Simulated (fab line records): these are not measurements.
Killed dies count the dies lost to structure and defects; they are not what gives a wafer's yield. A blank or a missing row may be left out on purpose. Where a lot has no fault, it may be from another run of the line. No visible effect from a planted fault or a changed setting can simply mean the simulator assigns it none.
fab line records | flow n5_finfet
record: lots: 12 | wafers: 35 | last_day: 18
route steps=1938 shown BEOL_M0@735 BEOL_M1@751 BEOL_M4@1111 PASSIVATION@1936
lots untouched by any fault: they come from a run of this same line in which no faults occurred
start_h: the number of hours between the record's first day and the start of the first shown wafer of the lot | wait_h: hours since the lot's step before | " same as the row above | L1.1+2: one row covering several wafers at once | - no value, or no start given | * or withheld: withheld | < > ~ a bound
route shown NAME@n: names a module that has steps shown in the file, with the first one's number in the route | usual: mean/standard deviation of fault-free wafers | same: alike in all rows | chamber/n: place in a boat | sites: per-site readings | _std_site: standard deviation of those values | _edge_site: outer sites' mean less inner sites' | radius_mm: for every site, how far away it sits from the centre of the wafer | mask NAME#n: copy n | behind: the last tool/chamber to shape the wafer | hold: reason for holding the lot/hours on hold/outcome of the hold | device: transistor that didn't switch, given as n, p or np | end of line: tests run on the same wafers once the route is complete | where a step has no rows: the recipe by itself | killed: dies lost to structure and defects at the first sort, not the wafer's yield | map: shows each die of a wafer: x if killed, . if not, _ if none is there
set.NAME: the run value of the setting; set.NAME@STEP: its run value at that earlier step | model.NAME: the simulator's own value behind a step, which no gauge read
one table for each step of the route and one row for each wafer, over a sample of lots
services: when a tool's chamber went out of use (start_h, in hours from the record's first day, below 0 if earlier), for how many hours, and the reason
== steps ==
step: N5_BEOL_M0_ANNEAL_117
recipe: temp_c: 400 | time_s: 60 | ambient: vacuum
usual: heater_power_w: 850/59
lot.wafer | tool           | chamber | start_h | wait_h | heater_power_w
L632.1    | pvd_sputter-01 | -       | 131.37  | 0.0    | 865
L632.3    | "              | -       | "       | "      | 923
L632.5    | "              | -       | "       | "      | 883
L634.3    | pvd_sputter-01 | -       | 137.88  | 0.0    | 881
L634.4    | "              | -       | "       | "      | 931
L634.6    | "              | -       | "       | "      | 855
L638.3    | pvd_sputter-01 | -       | 167.48  | 0.0    | 792
L638.5    | "              | -       | "       | "      | 769
L638.6    | "              | -       | "       | "      | 927
L641.1    | pvd_sputter-01 | -       | 188.41  | 0.0    | 876
L641.4    | "              | -       | "       | "      | 777
L641.6    | "              | -       | "       | "      | 852
L642.1    | pvd_sputter-01 | -       | 192.31  | 0.0    | 870
L642.2    | "              | -       | "       | "      | 861
L642.3    | "              | -       | "       | "      | 932
L646.1    | pvd_sputter-01 | -       | 212.18  | 0.0    | 908
L646.5    | "              | -       | "       | "      | 927
L646.6    | "              | -       | "       | "      | 878
L647.1    | pvd_sputter-01 | -       | 217.22  | 0.0    | 931
L647.3    | "              | -       | "       | "      | 772
L647.6    | "              | -       | "       | "      | 900
L649.1    | pvd_sputter-02 | -       | 228.56  | 0.0    | 843
L649.2    | "              | -       | "       | "      | 942
L649.3    | "              | -       | "       | "      | 781
L650.1    | pvd_sputter-03 | -       | 234.25  | 0.0    | 711
L650.3    | "              | -       | "       | "      | 820
L650.4    | "              | -       | "       | "      | 845
L651.3    | pvd_sputter-03 | -       | 243.28  | 0.0    | 848
L651.4    | "              | -       | "       | "      | 877
L651.6    | "              | -       | "       | "      | 881
L653.3    | pvd_sputter-01 | -       | 250.62  | 0.0    | 953
L653.5    | "              | -       | "       | "      | 931
L653.6    | "              | -       | "       | "      | 872
L654.2    | pvd_sputter-01 | -       | 262.77  | 0.0    | 876
L654.5    | "              | -       | "       | "      | 886
step: N5_BEOL_M0_ANNEAL_135
recipe: temp_c: 400 | time_s: 60 | ambient: vacuum
usual: heater_power_w: 851/60
lot.wafer | tool           | chamber | start_h | wait_h | heater_power_w
L632.1    | pvd_sputter-01 | -       | 131.61  | 0.0    | 854
L632.3    | "              | -       | "       | "      | 926
L632.5    | "              | -       | "       | "      | 852
L634.3    | pvd_sputter-01 | -       | 138.12  | 0.0    | 871
L634.4    | "              | -       | "       | "      | 959
L634.6    | "              | -       | "       | "      | 877
L638.3    | pvd_sputter-01 | -       | 167.72  | 0.0    | 765
L638.5    | "              | -       | "       | "      | 778
L638.6    | "              | -       | "       | "      | 915
L641.1    | pvd_sputter-01 | -       | 188.65  | 0.0    | 862
L641.4    | "              | -       | "       | "      | 755
L641.6    | "              | -       | "       | "      | 896
L642.1    | pvd_sputter-01 | -       | 192.55  | 0.0    | 855
L642.2    | "              | -       | "       | "      | 884
L642.3    | "              | -       | "       | "      | 939
L646.1    | pvd_sputter-01 | -       | 212.42  | 0.0    | 925
L646.5    | "              | -       | "       | "      | 897
L646.6    | "              | -       | "       | "      | 862
L647.1    | pvd_sputter-01 | -       | 217.46  | 0.0    | 921
L647.3    | "              | -       | "       | "      | 795
L647.6    | "              | -       | "       | "      | 889
L649.1    | pvd_sputter-02 | -       | 228.80  | 0.0    | 834
L649.2    | "              | -       | "       | "      | 954
L649.3    | "              | -       | "       | "      | 788
L650.1    | pvd_sputter-03 | -       | 234.49  | 0.0    | 729
L650.3    | "              | -       | "       | "      | 830
L650.4    | "              | -       | "       | "      | 855
L651.3    | pvd_sputter-03 | -       | 243.52  | 0.0    | 833
L651.4    | "              | -       | "       | "      | 881
L651.6    | "              | -       | "       | "      | 906
L653.3    | pvd_sputter-01 | -       | 250.86  | 0.0    | 929
L653.5    | "              | -       | "       | "      | 946
L653.6    | "              | -       | "       | "      | 880
L654.2    | pvd_sputter-01 | -       | 263.01  | 0.0    | 872
L654.5    | "              | -       | "       | "      | 882
step: N5_BEOL_M1_ILD_DEP_00
recipe: material: SiOC | target_thk_a: 790 | temp_c: 350 | precursor: DEMS/O2 | pressure_torr: 5 | rf_w: 500 | time_s: 15.3
usual: heater_power_w: 475/96 | showerhead_plenum_p_Torr: 5.685/0.012 | throttle_valve_pct: 12.3/1.1
lot.wafer | tool     | chamber | start_h | wait_h | heater_power_w | showerhead_plenum_p_Torr | throttle_valve_pct
L632.1    | pecvd-03 | 0       | 133.06  | 0.0    | 516            | 5.677                    | 14.7
L632.3    | "        | 2       | "       | "      | 577            | 5.682                    | 10.5
L632.5    | "        | 0       | "       | "      | 522            | 5.687                    | 14.7
L634.3    | pecvd-01 | 2       | 139.70  | 0.0    | 474            | 5.683                    | 12.0
L634.4    | "        | 0       | "       | "      | 706            | 5.688                    | 11.9
L634.6    | "        | 1       | "       | "      | 290            | 5.718                    | 11.9
L638.3    | pecvd-03 | 2       | 168.88  | 0.0    | 472            | 5.676                    | 10.8
L638.5    | "        | 0       | "       | "      | 527            | 5.680                    | 14.7
L638.6    | "        | 1       | "       | "      | 381            | 5.681                    | 12.3
L641.1    | pecvd-03 | 2       | 189.81  | 0.0    | 463            | 5.677                    | 10.9
L641.4    | "        | 0       | "       | "      | 491            | 5.676                    | 14.7
L641.6    | "        | 1       | "       | "      | 405            | 5.670                    | 12.3
L642.1    | pecvd-03 | 1       | 193.84  | 0.0    | 378            | 5.679                    | 12.5
L642.2    | "        | 0       | "       | "      | 426            | 5.686                    | 14.4
L642.3    | "        | 2       | "       | "      | 564            | 5.668                    | 10.8
L646.1    | pecvd-04 | 1       | 213.67  | 0.0    | 336            | 5.691                    | 12.1
L646.5    | "        | 1       | "       | "      | 357            | 5.687                    | 12.0
L646.6    | "        | 0       | "       | "      | 466            | 5.690                    | 11.7
L647.1    | pecvd-03 | 0       | 218.61  | 0.0    | 508            | 5.699                    | 14.7
L647.3    | "        | 1       | "       | "      | 417            | 5.663                    | 12.2
L647.6    | "        | 1       | "       | "      | 407            | 5.671                    | 12.5
L649.1    | pecvd-04 | 1       | 229.95  | 0.0    | 363            | 5.690                    | 12.1
L649.2    | "        | 0       | "       | "      | 426            | 5.687                    | 11.9
L649.3    | "        | 0       | "       | "      | 428            | 5.691                    | 11.8
L650.1    | pecvd-03 | 2       | 237.07  | 0.0    | 508            | 5.701                    | 10.9
L650.3    | "        | 0       | "       | "      | 474            | 5.684                    | 14.8
L650.4    | "        | 2       | "       | "      | 523            | 5.683                    | 10.8
L651.3    | pecvd-03 | 0       | 244.71  | 0.0    | 526            | 5.691                    | 14.8
L651.4    | "        | 1       | "       | "      | 417            | 5.663                    | 12.6
L651.6    | "        | 2       | "       | "      | 550            | 5.701                    | 10.8
L653.3    | pecvd-04 | 0       | 252.29  | 0.0    | 474            | 5.675                    | 12.0
L653.5    | "        | 2       | "       | "      | 583            | 5.665                    | 11.5
L653.6    | "        | 0       | "       | "      | 473            | 5.697                    | 11.7
L654.2    | pecvd-03 | 0       | 264.18  | 0.0    | 526            | 5.688                    | 14.4
L654.5    | "        | 2       | "       | "      | 575            | 5.681                    | 10.8
step: N5_BEOL_M1_COAT_61
recipe: resist: SOC | temp_c: 250 | time_s: 60 | spin_rpm: 1500 | resist_thk_nm: 60
usual: spin_speed_rpm: 1499.9/0.95
lot.wafer | tool           | chamber | start_h | wait_h | spin_speed_rpm
L632.1    | litho_track-04 | 0       | 135.11  | 0.1    | 1500.5
L632.3    | "              | 0       | "       | "      | 1499.8
L632.5    | "              | 0       | "       | "      | 1498.7
L634.3    | litho_track-01 | 0       | 140.85  | 0.1    | 1500.7
L634.4    | "              | 0       | "       | "      | 1500.5
L634.6    | "              | 0       | "       | "      | 1498.9
L638.3    | litho_track-04 | 0       | 171.90  | 0.1    | 1502.9
L638.5    | "              | 0       | "       | "      | 1499.9
L638.6    | "              | 0       | "       | "      | 1498.4
L641.1    | litho_track-04 | 0       | 191.78  | 0.1    | 1499.2
L641.4    | "              | 0       | "       | "      | 1499.8
L641.6    | "              | 0       | "       | "      | 1498.7
L642.1    | litho_track-01 | 0       | 194.76  | 0.1    | 1500.5
L642.2    | "              | 0       | "       | "      | 1500.1
L642.3    | "              | 0       | "       | "      | 1500.6
L646.1    | litho_track-01 | 0       | 215.07  | 0.1    | 1364.9
L646.5    | "              | 0       | "       | "      | 1365.8
L646.6    | "              | 0       | "       | "      | 1364.7
L647.1    | litho_track-01 | 0       | 218.92  | 0.1    | 1364.1
L647.3    | "              | 0       | "       | "      | 1364.4
L647.6    | "              | 0       | "       | "      | 1364.8
L649.1    | litho_track-01 | 0       | 230.43  | 0.1    | 1364.1
L649.2    | "              | 0       | "       | "      | 1364.5
L649.3    | "              | 0       | "       | "      | 1362.8
L650.1    | litho_track-04 | 0       | 240.30  | 0.1    | 1500.6
L650.3    | "              | 0       | "       | "      | 1499.1
L650.4    | "              | 0       | "       | "      | 1498.6
L651.3    | litho_track-04 | 0       | 245.92  | 0.1    | 1499.2
L651.4    | "              | 0       | "       | "      | 1499.9
L651.6    | "              | 0       | "       | "      | 1500.4
L653.3    | litho_track-04 | 0       | 253.14  | 0.1    | 1500.6
L653.5    | "              | 0       | "       | "      | 1499.6
L653.6    | "              | 0       | "       | "      | 1502.1
L654.2    | litho_track-02 | 0       | 265.86  | 0.1    | 1499.2
L654.5    | "              | 0       | "       | "      | 1499.4
step: N5_BEOL_M4_RC_MEAS_101
usual: DIBL_N: 36.0/2.5 | DIBL_P: 36.2/3 | IOFF_N: 0.16/0.044 | IOFF_P: 0.21/0.049 | ION_N: 671/15 | ION_P: 461/8.7 | SS_N: 71.5/0.72 | SS_P: 73.4/0.9 | VT_N: 251/4.4 | VT_P: -250/4
lot.wafer | tool      | chamber | start_h | wait_h | DIBL_N[mV/V] | DIBL_P[mV/V] | IOFF_N[nA/um] | IOFF_P[nA/um] | ION_N[uA/um] | ION_P[uA/um] | SS_N[mV/dec] | SS_P[mV/dec] | VT_N[mV] | VT_P[mV]
L632.1    | prober-02 | 0       | 189.25  | 0.6    | 34.6         | 36.4         | 0.13          | 0.19          | 652          | 449          | 71.9         | 73.2         | 254      | -252
L632.3    | "         | 0       | "       | "      | 33.6         | 35.3         | 0.13          | 0.17          | 660          | 452          | 71.7         | 73.2         | 253      | -253
L632.5    | "         | 0       | "       | "      | 33.5         | 35.5         | 0.13          | 0.18          | 652          | 447          | 72.0         | 73.0         | 254      | -255
L634.3    | prober-02 | 0       | 206.96  | 0.3    | 32.7         | 34.3         | 0.12          | 0.18          | 656          | 455          | 70.9         | 72.2         | 252      | -249
L634.4    | "         | 0       | "       | "      | 37.3         | 40.0         | 0.20          | 0.24          | 677          | 459          | 72.3         | 74.3         | 247      | -249
L634.6    | "         | 0       | "       | "      | 35.7         | 38.5         | 0.16          | 0.24          | 663          | 461          | 71.7         | 74.3         | 253      | -247
L638.3    | prober-02 | 0       | 223.87  | 0.3    | 37.0         | 36.6         | 0.16          | 0.20          | 669          | 457          | 72.0         | 73.2         | 254      | -252
L638.5    | "         | 0       | "       | "      | 36.0         | 35.6         | 0.14          | 0.19          | 663          | 460          | 71.0         | 72.6         | 255      | -251
L638.6    | "         | 0       | "       | "      | 39.7         | 40.1         | 0.21          | 0.26          | 700          | 473          | 72.0         | 74.0         | 246      | -249
L641.1    | prober-02 | 0       | 244.31  | 0.0    | 35.8         | 35.0         | 0.13          | 0.19          | 662          | 459          | 71.5         | 73.2         | 253      | -253
L641.4    | "         | 0       | "       | "      | 38.2         | 37.5         | 0.17          | 0.22          | 672          | 463          | 72.1         | 73.5         | 249      | -247
L641.6    | "         | 0       | "       | "      | 35.3         | 33.7         | 0.13          | 0.18          | 662          | 464          | 71.2         | 72.7         | 252      | -252
L642.1    | prober-02 | 0       | 251.89  | 0.0    | 36.6         | 36.2         | 0.16          | 0.21          | 666          | 452          | 71.6         | 73.5         | 252      | -250
L642.2    | "         | 0       | "       | "      | 38.0         | 37.7         | 0.18          | 0.22          | 680          | 460          | 71.9         | 74.1         | 249      | -253
L642.3    | "         | 0       | "       | "      | 30.6         | 28.6         | 0.08          | 0.11          | 656          | 446          | 70.4         | 71.3         | 259      | -260
L647.1    | prober-02 | 0       | 271.01  | 0.0    | 37.8         | 37.9         | 0.20          | 0.22          | 691          | 461          | 71.4         | 74.0         | 245      | -252
L647.3    | "         | 0       | "       | "      | 34.2         | 32.6         | 0.12          | 0.15          | 660          | 448          | 71.2         | 72.5         | 254      | -254
L647.6    | "         | 0       | "       | "      | 38.7         | 38.6         | 0.23          | 0.25          | 700          | 463          | 72.4         | 74.3         | 243      | -251
L646.1    | prober-02 | 0       | 275.70  | 0.0    | 34.1         | 35.5         | 0.13          | 0.21          | 669          | 466          | 71.0         | 73.4         | 251      | -248
L646.5    | "         | 0       | "       | "      | 37.7         | 38.3         | 0.21          | 0.25          | 676          | 466          | 72.5         | 74.1         | 247      | -247
L646.6    | "         | 0       | "       | "      | 34.2         | 35.0         | 0.14          | 0.20          | 667          | 466          | 71.3         | 73.2         | 249      | -252
L649.1    | prober-01 | 0       | 285.81  | 0.0    | 35.9         | 37.7         | 0.18          | 0.26          | 676          | 469          | 71.0         | 73.7         | 248      | -244
L649.2    | "         | 0       | "       | "      | 34.4         | 35.8         | 0.14          | 0.22          | 655          | 460          | 70.9         | 73.8         | 255      | -248
L649.3    | "         | 0       | "       | "      | 36.0         | 37.3         | 0.18          | 0.24          | 677          | 469          | 72.3         | 73.8         | 248      | -247
L650.1    | prober-01 | 0       | 286.74  | 0.4    | 33.0         | 31.1         | 0.10          | 0.15          | 653          | 454          | 71.0         | 71.9         | 258      | -255
L650.3    | "         | 0       | "       | "      | 32.5         | 31.6         | 0.10          | 0.15          | 643          | 447          | 70.5         | 72.3         | 259      | -253
L650.4    | "         | 0       | "       | "      | 35.2         | 35.9         | 0.14          | 0.21          | 668          | 456          | 71.3         | 73.8         | 250      | -251
L651.3    | prober-02 | 0       | 306.95  | 0.3    | 36.2         | 37.6         | 0.16          | 0.25          | 674          | 477          | 71.6         | 73.7         | 250      | -247
L651.4    | "         | 0       | "       | "      | 33.7         | 33.4         | 0.11          | 0.17          | 657          | 453          | 71.6         | 72.2         | 256      | -254
L651.6    | "         | 0       | "       | "      | 39.4         | 39.8         | 0.22          | 0.28          | 694          | 471          | 73.2         | 73.9         | 243      | -246
L653.3    | prober-01 | 0       | 308.65  | 0.3    | 40.1         | 40.6         | 0.25          | 0.31          | 689          | 470          | 73.0         | 74.3         | 245      | -242
L653.5    | "         | 0       | "       | "      | 36.2         | 35.1         | 0.13          | 0.19          | 651          | 453          | 71.1         | 73.0         | 255      | -252
L653.6    | "         | 0       | "       | "      | 37.9         | 37.6         | 0.19          | 0.25          | 675          | 463          | 71.8         | 73.6         | 246      | -246
L654.2    | prober-02 | 0       | 318.85  | 0.2    | 37.1         | 38.2         | 0.17          | 0.21          | 685          | 470          | 71.1         | 74.5         | 253      | -253
L654.5    | "         | 0       | "       | "      | 34.0         | 34.5         | 0.12          | 0.16          | 675          | 460          | 70.8         | 73.5         | 252      | -258
step: N5_PASSIVATION_PROBE_49
usual: defect_limited_yield: 91.7/1.4 | killed_at_M0_to_M3: 31/11 | killed_at_M4_up: 13/4.6 | killed_at_contacts: 13/6.7 | killed_at_front_end: 39/9.6 | killed_at_other: 3.5/2.8 | killed_dies: 98/16 | killed_open: 64/11 | killed_short: 33/8.5 | sort_bin_5_function: 4.9/0.96 | sort_bin_6_memory: 3.1/0.59 | sort_bin_8_speed: 0.2/1.3 | sort_n_pass: 1080/23
same: gross_dies: 1180 | killed_at_back_side: 0 | sort_bin_4_leakage[%]: 0
lot.wafer | tool      | chamber | start_h | wait_h | defect_limited_yield[%] | killed_at_M0_to_M3 | killed_at_M4_up | killed_at_contacts | killed_at_front_end | killed_at_other | killed_dies | killed_open | killed_short | sort_bin_5_function[%] | sort_bin_6_memory[%] | sort_bin_8_speed[%] | sort_n_pass
L638.6    | prober-02 | -       | 338.01  | 0.3    | 92.1                    | 31                 | 4               | 7                  | 50                  | 1               | 93          | 50          | 37           | 4.5                    | 2.5                  | 0                   | 1087
L641.1    | prober-01 | -       | 343.61  | 0.0    | 93.4                    | 33                 | 9               | 4                  | 29                  | 3               | 78          | 47          | 31           | 4.2                    | 2.3                  | 0                   | 1102
L641.4    | prober-01 | -       | 343.76  | 0.2    | 90.2                    | 50                 | 15              | 7                  | 39                  | 5               | 116         | 77          | 39           | 5.7                    | 3.6                  | 0                   | 1064
L641.6    | prober-01 | -       | 343.86  | 0.3    | 91.1                    | 57                 | 6               | 5                  | 37                  | 0               | 105         | 65          | 40           | 5.0                    | 3.3                  | 0                   | 1075
L642.2    | prober-01 | -       | 347.94  | 0.1    | 92.8                    | 28                 | 6               | 11                 | 32                  | 8               | 85          | 60          | 23           | 4.7                    | 2.3                  | 0                   | 1095
killed by level:class
L638.6 BEOL_M0_SAQP:geometric_particle:open=13 GATE_CUT:geometric_particle:short=9 FIN_SAQP:geometric_particle:short=7 FIN_SAQP:geometric_particle:open=6 STI_FIN_REVEAL:geometric_particle:open=6 HKMG_FIN:area_etch=6 BEOL_M3:geometric_particle:open=5 MOL_CONTACT_COAG:geometric_particle:open=4
L641.1 BEOL_M0_SAQP:geometric_particle:open=10 FIN_SAQP:geometric_particle:open=9 BEOL_M0_SAQP:geometric_particle:short=7 BEOL_M1:geometric_particle:open=6 BEOL_M3:geometric_particle:short=6 FIN_SAQP:geometric_particle:short=5 STARTING-WAFER:geometric_particle:short=4 STARTING-WAFER:geometric_particle:open=3
L641.4 FIN_SAQP:geometric_particle:open=21 BEOL_M0_SAQP:geometric_particle:open=17 BEOL_M0_SAQP:geometric_particle:short=12 FIN_SAQP:geometric_particle:short=11 BEOL_M2:geometric_particle:open=7 BEOL_M4:geometric_particle:open=7 MOL_CONTACT_COAG:geometric_particle:open=6 BEOL_M1:geometric_particle:open=5
L641.6 BEOL_M0_SAQP:geometric_particle:open=18 BEOL_M0_SAQP:geometric_particle:short=14 STI_FIN_REVEAL:geometric_particle:open=12 FIN_SAQP:geometric_particle:open=5 FIN_SAQP:geometric_particle:short=5 GATE_CUT:geometric_particle:short=5 BEOL_M1:geometric_particle:open=5 BEOL_M2:geometric_particle:open=5
L642.2 MOL_CONTACT_COAG:geometric_particle:open=9 STI_FIN_REVEAL:geometric_particle:open=7 BEOL_M3:geometric_particle:open=7 FIN_SAQP:geometric_particle:open=6 DUMMY_GATE:geometric_particle:open=6 BEOL_M0_SAQP:geometric_particle:short=6 GATE_CUT:geometric_particle:short=5 BEOL_M0_SAQP:geometric_particle:open=5
== services ==
tool           | chamber | start_h | hours | kind
pecvd-03       | 1       | 109.72  | 28.8  | repair
pvd_sputter-01 | -       | 112.07  | 4.3   | repair
pecvd-03       | 0       | 115.04  | 14.0  | repair
pecvd-01       | -       | 117.11  | 0.8   | pm
pecvd-03       | -       | 119.02  | 1.2   | repair
pecvd-01       | 2       | 127.08  | 7.0   | repair
pecvd-04       | 1       | 132.25  | 2.1   | scheduled_down
pvd_sputter-02 | -       | 134.70  | 2.2   | repair
pecvd-04       | 2       | 134.94  | 5.5   | scheduled_down
pvd_sputter-01 | -       | 138.71  | 1.8   | repair
pecvd-01       | -       | 148.62  | 1.1   | repair
pecvd-01       | -       | 149.76  | 2.8   | pm
pecvd-04       | 1       | 156.71  | 4.8   | repair
pecvd-03       | 2       | 180.79  | 5.7   | repair
pecvd-04       | 0       | 188.67  | 5.5   | scheduled_down
pecvd-01       | -       | 189.62  | 5.5   | pm
pecvd-04       | 2       | 202.38  | -     | clean
pecvd-04       | 2       | 202.38  | -     | consumable_replace:showerhead
pecvd-04       | 2       | 202.38  | 29.0  | scheduled_down
pecvd-04       | 2       | 202.38  | 29.0  | vent_cycle
litho_track-01 | -       | 220.33  | -     | consumable_replace:filter
pecvd-03       | -       | 242.55  | 1.7   | repair
pecvd-03       | -       | 247.71  | 5.3   | repair
pecvd-01       | -       | 259.73  | 2.9   | repair
== key ==
first_sign: step: N5_BEOL_M1_COAT_61 | reading: spin_speed_rpm | direction: down | sigmas: 99+ | usual: * | struck: *
effect none on later readings
met_at N5_BEOL_M1_COAT_61
struck_lots L646,L647,L649
rows_end L646.1,L646.5,L646.6,L647.1,L647.3,L647.6,L649.1,L649.2,L649.3
not_acting_at N5_BEOL_M0_ANNEAL_117,N5_BEOL_M0_ANNEAL_135,N5_BEOL_M1_ILD_DEP_00
onset_between 194.76 215.07
fault: kind: process_parameter_drift | tool: litho_track-01 | chamber: - | onset_h: 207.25 | steps: N5_BEOL_M1_COAT_61 | channel: spin_rpm | offset: * | shape: step | acts_in: * | stated: *
rows_end: these wafers met a further fault down the route, and their rows from its step on are left out
